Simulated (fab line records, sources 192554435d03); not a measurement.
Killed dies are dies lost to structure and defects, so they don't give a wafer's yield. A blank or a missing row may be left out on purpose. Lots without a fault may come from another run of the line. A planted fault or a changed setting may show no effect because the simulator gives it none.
fab line records | flow n5_finfet
record lots=4 wafers=12 last_day=17
route steps=1938 shown BEOL_M4@1106 BEOL_M5@1112 PASSIVATION@1936
lots that met no fault: from a run of the same line without faults
start_h: hours from the record's first day to the start of the lot's first wafer shown | wait_h: hours since the lot's step before | " the same as in the row above | L1.1+2: a row that stands for several wafers | - no value, or no start given | * or withheld: withheld | < > ~ a bound
route shown NAME@n: a module of which the file shows steps, and the number in the route of the first | usual: mean/standard deviation of fault-free wafers | same: alike in all rows | chamber/n: place in a boat | sites: the reading at each site | _std_site: their standard deviation | _edge_site: outer sites' mean less inner sites' | radius_mm: how far each site lies from the wafer's centre | mask NAME#n: copy n | behind: the tool/chamber that last shaped the wafer | hold: why the lot was held/for how many hours/how that ended | device: the transistor (n, p or np) that didn't switch | end of line: the same wafers' tests at the end of the route | a step without rows: its recipe alone | killed: dies lost to structure and defects at the first sort, not the wafer's yield | map: a wafer's dies, x killed, . not, _ none there
set.NAME: the setting as run; set.NAME@STEP: as run at that earlier step | model.NAME: the simulator's own value behind a step, which no gauge read
lots at some steps of the route; a table a step, a row a wafer
services: from which hour (start_h, from the record's first day; less than 0 if before it) a tool's chamber was out of use, for how many hours, and why
## steps
# step N5_BEOL_M4_CO_CAP_55
# recipe material=Co target_thk_a=20 temp_c=200 precursor=CCTBA/H2 pressure_torr=30 time_s=102.1
# step N5_BEOL_M4_PRE_CLEAN_56
# recipe gas=NH3 time_s=15 temp_c=withheld rf_power_w=300
# step N5_BEOL_M4_DEP_57
# recipe material=SiCN target_thk_a=80 temp_c=withheld precursor=3MS/NH3 pressure_torr=3 rf_w=202 time_s=14
# step N5_BEOL_M5_ILD_DEP_00
# recipe material=SiCOH_lowk target_thk_a=1406.4 temp_c=300 precursor=DEMS/porogen pressure_torr=5 rf_w=500 time_s=25.9
# step N5_BEOL_M5_CURE_79
# recipe temp_c=385 time_s=240 ambient=He/Ar material=SiCOH_lowk
# step N5_BEOL_M5_PECVD_70
# recipe material=SiO2 target_thk_a=160 temp_c=400 precursor=TEOS/O2 pressure_torr=5.5 rf_w=450 teos_flow_sccm=53.8 gas=O2 flow_sccm=3000 time_s=18
# step N5_BEOL_M5_HM_DEP_02
# recipe material=TiN target_thk_a=200 temp_c=25 chamber_pressure_pa=0.49996
# step N5_BEOL_M5_COAT_59
# recipe resist=SOC temp_c=250 time_s=60 spin_rpm=1500 resist_thk_nm=60
# step N5_BEOL_M5_COAT_60
# recipe resist=SiARC temp_c=220 time_s=60 spin_rpm=1500 resist_thk_nm=12
# usual spin_speed_rpm=1500.0/0.87
# columns lot.wafer tool chamber start_h wait_h spin_speed_rpm model.SiARC_of_BEOL_M5_COAT_60.thk_nm
L371.1 litho_track-01 0 180.08 - 1500.1 12
L371.3 " 0 " " 1501.7 12
L371.5 " 0 " " 1501.5 12
L389.1 litho_track-01 0 290.30 - 818.4 16.2
L389.5 " 0 " " 817.9 16.4
L389.6 " 0 " " 819.1 16.4
L390.2 litho_track-01 0 291.91 - 818.5 16.2
L390.5 " 0 " " 819.1 16.2
L390.6 " 0 " " 818.7 16.2
L391.1 litho_track-02 0 303.47 - 1499.8 12
L391.4 " 0 " " 1499.2 12
L391.5 " 0 " " 1500.3 12
# step N5_BEOL_M5_COAT_71
# recipe resist=underlayer temp_c=205 time_s=60 spin_rpm=1500 resist_thk_nm=5
# step N5_BEOL_M5_COAT_05
# recipe resist=CAR-EUV spin_rpm=1500 resist_thk_nm=30
# step N5_BEOL_M5_EBR_07
# recipe solvent=PGMEA ebr_width_mm=1.5
# step N5_BEOL_M5_SOFTBAKE_06
# recipe temp_c=110 time_s=60 resist=CAR-EUV
# step N5_BEOL_M5_EXPOSE_08
# recipe mask_id=M5 na=0.33 source_shape=annular sigma_inner=0.4 sigma_outer=0.8 polarization=unpolarized target_cd_nm=28 dose_mj=35.75
# step N5_BEOL_M5_PEB_09
# recipe peb_temp_c=100 peb_time_s=60 resist=CAR-EUV
# step N5_BEOL_M5_DEVELOP_10
# recipe develop_time_s=30 developer=TMAH resist=CAR-EUV rinse_liquid=surfactant_rinse dry=air_spin dev_temp_c=23
# step N5_BEOL_M5_DESCUM_16
# recipe chemistry=O2 time_s=7 source_power_w=50 bias_power_w=20 pressure_mtorr=20 rf_frequency_hz=2.712e+07 temp_c=40 resist=CAR-EUV o2_flow_sccm=225
# step N5_BEOL_M5_ETCH_72
# recipe chemistry=N2/H2 target=underlayer target_depth_a=65 mask_material=CAR-EUV time_s=5.2 ion_energy_ev=200 pressure_mtorr=30 source_w=840 bias_w=150 n2_flow_sccm=200 h2_flow_sccm=200 ends=cleared
# step N5_BEOL_M5_ETCH_61
# recipe chemistry=CF4 target=SiARC target_depth_a=156 mask_material=CAR-EUV time_s=26 ion_energy_ev=80 pressure_mtorr=40 source_w=545 bias_w=36 Ar_flow_sccm=100 cf4_flow_sccm=100 ends=cleared
# usual drypump_motor_current_A=5.6/0.57 etch_rf_on_time_s=25.7/0.48 oes_product_au=0.69/0.086 rf_vpp_V=184.4/1.4 showerhead_plenum_p_Torr=2.16/0.081 throttle_valve_pct=15.54/0.22
# columns lot.wafer tool chamber start_h wait_h drypump_motor_current_A etch_rf_on_time_s oes_product_au rf_hours_counter_h rf_vpp_V showerhead_plenum_p_Torr throttle_valve_pct model.etch.depth_nm model.BEOL_M5.cd_nm
L371.1 rie_diel-01 0 180.58 0.0 6.0 26.0 0.59 249 186.1 2.19 15.84 12.02 28.2
L371.3 " 1 " " 5.8 25.2 0.79 31 185.5 2.26 15.34 11.99 28.2
L371.5 " 2 " " 6.4 25.5 0.63 - 185.0 2.21 15.93 11.99 28.2
L389.1 rie_diel-01 1 290.74 0.0 5.8 34.3 0.74 70 187.1 2.25 15.43 16.2 28.2
L389.5 " 2 " " 6.4 34.8 0.62 - 186.1 2.20 15.99 16.34 28
L389.6 " 1 " " 5.8 34.5 0.73 - 186.6 2.25 15.44 16.33 28
L390.2 rie_diel-05 2 292.43 0.0 6.2 35.7 0.59 210 182.9 2.03 15.81 16.2 28.2
L390.5 " 0 " " 4.7 34.9 0.70 - 182.5 2.08 15.46 16.23 28
L390.6 " 3 " " 6.8 35.2 0.63 - 183.3 2.05 15.73 16.25 28.2
L391.1 rie_diel-03 1 303.93 0.0 5.4 26.2 0.61 213 184.8 2.20 15.57 12.06 27.8
L391.4 " 0 " " 5.4 25.3 0.82 9 185.0 2.19 15.19 12.01 28
L391.5 " 3 " " 5.2 26.4 0.63 - 181.9 1.98 15.54 12.06 28
# step N5_BEOL_M5_ETCH_62
# recipe chemistry=N2/H2 target=SOC target_depth_a=750 overetch_a=150 mask_material=SiARC temp_c=40 time_s=112.5 ion_energy_ev=200 pressure_mtorr=30 source_w=840 bias_w=150 n2_flow_sccm=200 h2_flow_sccm=200
# usual drypump_motor_current_A=5.7/0.57 oes_product_au=0.63/0.073 rf_vpp_V=524.7/3 showerhead_plenum_p_Torr=2.57/0.1 throttle_valve_pct=17.76/0.25
# columns lot.wafer tool chamber start_h wait_h drypump_motor_current_A oes_product_au rf_hours_counter_h rf_vpp_V showerhead_plenum_p_Torr throttle_valve_pct model.SiARC_of_BEOL_M5_COAT_60.thk_nm
L371.1 rie_diel-01 0 180.61 0.0 6.0 0.55 249 527.2 2.62 18.06 6.8
L371.3 " 1 " " 5.8 0.72 31 527.9 2.70 17.52 6.6
L371.5 " 2 " " 6.3 0.58 - 526.9 2.64 18.25 6.8
L389.1 rie_diel-01 1 290.77 0.0 5.8 0.67 70 528.6 2.68 17.56 11
L389.5 " 2 " " 6.4 0.57 - 526.3 2.63 18.32 11.2
L389.6 " 1 " " 5.8 0.68 - 527.9 2.68 17.57 11
L390.2 rie_diel-05 2 292.45 0.0 6.2 0.55 210 519.9 2.41 17.94 11
L390.5 " 0 " " 4.7 0.65 - 522.1 2.46 17.60 10.8
L390.6 " 3 " " 6.8 0.58 - 521.0 2.43 17.90 11
L391.1 rie_diel-03 1 303.96 0.0 5.4 0.56 213 526.4 2.62 17.76 6.8
L391.4 " 0 " " 5.4 0.74 9 526.5 2.59 17.48 6.6
L391.5 " 3 " " 5.2 0.59 - 518.9 2.34 17.72 6.8
# step N5_BEOL_M5_STRIP_63
# recipe chemistry=N2/H2 temp_c=40 n2_flow_sccm=200 h2_flow_sccm=200 rf_frequency_hz=6e+07
# step N5_BEOL_M5_STRIP_73
# recipe chemistry=N2/H2 temp_c=40 n2_flow_sccm=200 h2_flow_sccm=200 rf_frequency_hz=6e+07
# step N5_BEOL_M5_STRIP_64
# recipe chemistry=CF4 resist=SiARC power_w=300 bias_power_w=75 pressure_mtorr=50 cf4_flow_sccm=150 rf_frequency_hz=6e+07
# step N5_BEOL_M5_HM_OPEN_17
# recipe chemistry=Cl2/BCl3 target_depth_a=200 overetch_a=60 target=TiN mask_material=SOC ion_energy_ev=150 pressure_mtorr=10 icp_w=1000 bias_w=126 Cl2_flow_sccm=53.25 bcl3_flow_sccm=21.75 Ar_flow_sccm=25
# step N5_BEOL_M5_STRIP_19
# recipe chemistry=O2 power_w=400 temp_c=40 pressure_mtorr=30 rf_frequency_hz=6e+07 bias_power_w=0 overash_fraction=0.2 o2_flow_sccm=225
# step N5_BEOL_M5_COAT_65
# recipe resist=SOC temp_c=250 time_s=60 spin_rpm=1500 resist_thk_nm=60
# step N5_BEOL_M5_COAT_66
# recipe resist=SiARC temp_c=220 time_s=60 spin_rpm=1500 resist_thk_nm=12
# step N5_BEOL_M5_COAT_74
# recipe resist=underlayer temp_c=205 time_s=60 spin_rpm=1500 resist_thk_nm=5
# step N5_BEOL_M5_COAT_22
# recipe resist=CAR-EUV spin_rpm=1500 resist_thk_nm=30
# step N5_BEOL_M5_EBR_24
# recipe solvent=PGMEA ebr_width_mm=1.5
# step N5_BEOL_M5_SOFTBAKE_23
# recipe temp_c=110 time_s=60 resist=CAR-EUV
# step N5_BEOL_M5_EXPOSE_25
# recipe mask_id=V4 na=0.33 source_shape=quasar sigma_inner=0.2 sigma_outer=0.6 polarization=unpolarized defocus_nm=10 dose_mj=52.75
# step N5_BEOL_M5_PEB_26
# recipe peb_temp_c=100 peb_time_s=60 resist=CAR-EUV
# step N5_BEOL_M5_DEVELOP_27
# recipe develop_time_s=30 developer=TMAH resist=CAR-EUV rinse_liquid=surfactant_rinse dry=air_spin dev_temp_c=23
# step N5_BEOL_M5_ETCH_41
# recipe chemistry=CH3F/O2 target=SiCN target_depth_a=315 taper_deg=2 time_s=56.7 ion_energy_ev=120 mask_material=TiN pressure_mtorr=30 source_w=395 bias_w=75 Ar_flow_sccm=150 CH3F_flow_sccm=30 O2_flow_sccm=20
# usual drypump_motor_current_A=5.8/0.64 oes_product_au=0.80/0.098 rf_vpp_V=297.0/1.9 showerhead_plenum_p_Torr=1.98/0.079 throttle_valve_pct=16.30/0.2
# columns lot.wafer tool chamber start_h wait_h drypump_motor_current_A oes_product_au rf_hours_counter_h rf_vpp_V showerhead_plenum_p_Torr throttle_valve_pct model.BEOL_M5.cd_nm
L371.1 rie_diel-01 1 - - 5.8 0.91 32 301.1 2.12 16.08 28.2
L371.3 " 2 " " 6.3 0.74 185 299.2 2.07 16.62 28.2
L371.5 " 0 " " 6.0 0.68 - 297.6 2.05 16.53 28
L389.1 rie_diel-05 1 - - 6.0 0.90 27 295.9 1.95 16.19 28.2
L389.5 " 2 " " 6.2 0.68 - 296.7 1.90 16.52 28
L389.6 " 3 " " 6.8 0.74 - 294.7 1.91 16.44 28.2
L390.2 rie_diel-05 3 - - 6.8 0.74 183 295.6 1.91 16.46 28
L390.5 " 0 " " 4.7 0.83 - 296.8 1.95 16.17 28.2
L390.6 " 1 " " 6.0 0.90 - 295.9 1.95 16.19 28.2
L391.1 rie_diel-05 3 - - 6.7 0.74 185 294.5 1.91 16.45 27.8
L391.4 " 1 " " 6.0 0.90 31 295.8 1.95 16.18 28
L391.5 " 0 " " 4.7 0.82 - 297.0 1.95 16.18 27.8
# step N5_PASSIVATION_PROBE_49
# usual defect_limited_yield=91.1/1.3 killed_at_M0_to_M3=36/10 killed_at_M4_up=14/4.4 killed_at_contacts=14/5.7 killed_at_front_end=39/9.4 killed_at_other=2.9/2.6 killed_dies=105/15 killed_open=70/12 killed_short=34/7.1 sort_bin_5_function=5.3/0.77 sort_bin_6_memory=3.3/0.66 sort_n_pass=1075/15 sort_yield_pct=91.1/1.3
# same gross_dies=1180 killed_at_back_side=0 sort_bin_4_leakage[%]=0 sort_bin_8_speed[%]=0
# columns lot.wafer tool chamber start_h wait_h defect_limited_yield[%] killed_at_M0_to_M3 killed_at_M4_up killed_at_contacts killed_at_front_end killed_at_other killed_dies killed_open killed_short sort_bin_5_function[%] sort_bin_6_memory[%] sort_n_pass sort_yield_pct[%]
L390.6 prober-01 - 384.74 0.3 91.3 44 4 26 29 0 103 61 42 5.7 2.8 1077 91.3
# killed by level:class
L390.6 MOL_CONTACT_COAG:geometric_particle:open=17 BEOL_M0_SAQP:geometric_particle:open=15 BEOL_M0_SAQP:geometric_particle:short=13 MOL_CONTACT_COAG:geometric_particle:short=9 BEOL_M3:geometric_particle:open=9 STI_FIN_REVEAL:geometric_particle:open=7 STARTING-WAFER:geometric_particle:open=6 ILD0:geometric_particle:short=5
## services
# columns tool chamber start_h hours kind
rie_diel-01 0 171.33 5.5 repair
rie_diel-01 3 177.07 - clean
rie_diel-01 3 177.07 - consumable_replace:focus_ring
rie_diel-01 3 177.07 20.5 scheduled_down
rie_diel-01 3 177.07 20.5 vent_cycle
rie_diel-05 1 180.70 - clean
rie_diel-05 1 180.70 - consumable_replace:focus_ring
rie_diel-05 1 180.70 22.6 scheduled_down
rie_diel-05 1 180.70 22.6 vent_cycle
rie_diel-01 0 197.61 - clean
rie_diel-01 0 197.61 - consumable_replace:focus_ring
rie_diel-01 0 197.61 26.5 scheduled_down
rie_diel-01 0 197.61 26.5 vent_cycle
rie_diel-01 - 202.49 2.8 pm
rie_diel-01 2 247.19 13.3 repair
rie_diel-03 2 251.67 11.3 repair
rie_diel-03 0 263.00 - clean
rie_diel-03 0 263.00 - consumable_replace:focus_ring
rie_diel-03 0 263.00 18.7 scheduled_down
rie_diel-03 0 263.00 18.7 vent_cycle
rie_diel-01 2 276.08 10.4 repair
rie_diel-03 1 291.76 7.9 repair
## key
first_sign step=N5_BEOL_M5_COAT_60 reading=spin_speed_rpm direction=down sigmas=99+ usual=* struck=*
effect step=N5_BEOL_M5_ETCH_61 reading=etch_rf_on_time_s direction=up sigmas=19 usual=* struck=*
model_effect step=N5_BEOL_M5_COAT_60 value=SiARC_of_BEOL_M5_COAT_60.thk_nm without=12 struck=16.27
model_effect step=N5_BEOL_M5_ETCH_61 value=etch.depth_nm without=12.01 struck=16.26
model_effect step=N5_BEOL_M5_ETCH_62 value=SiARC_of_BEOL_M5_COAT_60.thk_nm without=6.733 struck=11
model_effect step=N5_BEOL_M5_ETCH_41 value=BEOL_M5.cd_nm without=27.8 struck=28.13
met_at N5_BEOL_M5_COAT_60
struck_wafers L389.1,L389.5,L389.6,L390.2,L390.5,L390.6
onset_between 180.08 290.30
fault kind=process_parameter_drift tool=litho_track-01 chamber=- onset_h=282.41 steps=N5_BEOL_M5_COAT_60 channel=spin_rpm offset=* shape=step end_h=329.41 acts_in=* stated=*
